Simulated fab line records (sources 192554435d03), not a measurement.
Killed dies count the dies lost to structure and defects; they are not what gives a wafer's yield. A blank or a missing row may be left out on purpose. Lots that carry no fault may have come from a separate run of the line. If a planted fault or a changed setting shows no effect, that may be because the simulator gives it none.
Matching of chambers :: flow n5-finfet :: rie-diel-05 running N5_BEOL_M14_STRIP_37: 4 sister chambers
The step strips in O2. 4 wafers are shown with their chamber, then 7 later ones without.

== WAFERS WITH THEIR CHAMBER ==
wafer: L078.5
chamber: 3
showerhead-plenum-p-Torr (Torr): 2.12

wafer: L083.3
chamber: 2
showerhead-plenum-p-Torr (Torr): 2.14

wafer: L081.2
chamber: 0
showerhead-plenum-p-Torr (Torr): 2.01

wafer: L081.3
chamber: 1
showerhead-plenum-p-Torr (Torr): 2.22

== WAFERS WITH NO CHAMBER GIVEN ==
wafer: L081.5
showerhead-plenum-p-Torr (Torr): 2.15

wafer: L084.1
showerhead-plenum-p-Torr (Torr): 2.14

wafer: L084.4
showerhead-plenum-p-Torr (Torr): 2.21

wafer: L084.6
showerhead-plenum-p-Torr (Torr): 2.14

wafer: L087.2
showerhead-plenum-p-Torr (Torr): 2.11

wafer: L087.3
showerhead-plenum-p-Torr (Torr): 2.01

wafer: L087.4
showerhead-plenum-p-Torr (Torr): 2.14

== THE CHAMBER EACH PASSED THROUGH ==
wafer: L081.5
from the rows above: 2
in truth: 2

wafer: L084.1
from the rows above: 2
in truth: 2

wafer: L084.4
from the rows above: 1
in truth: 1

wafer: L084.6
from the rows above: 2
in truth: 2

wafer: L087.2
from the rows above: 3
in truth: 3

wafer: L087.3
from the rows above: 0
in truth: 0

wafer: L087.4
from the rows above: 2
in truth: 2
Correctly placed: 7 of 7. Not placeable from these rows: 0. 0 placed wrongly.
How it was worked out, from the rows above alone: a wafer's distance from a chamber is the root of the sum, over the readings, of the square of ((its reading less the chamber's mean) divided by the reading's scatter). If the next closest chamber is less than 2 further off than the closest, the wafer can't be placed; otherwise it belongs to the closest. Each chamber's mean is taken over the wafers shown for it. The scatter: with one shown wafer a chamber, the root of the mean of the squares of how far each hidden wafer lies from its nearest shown one.
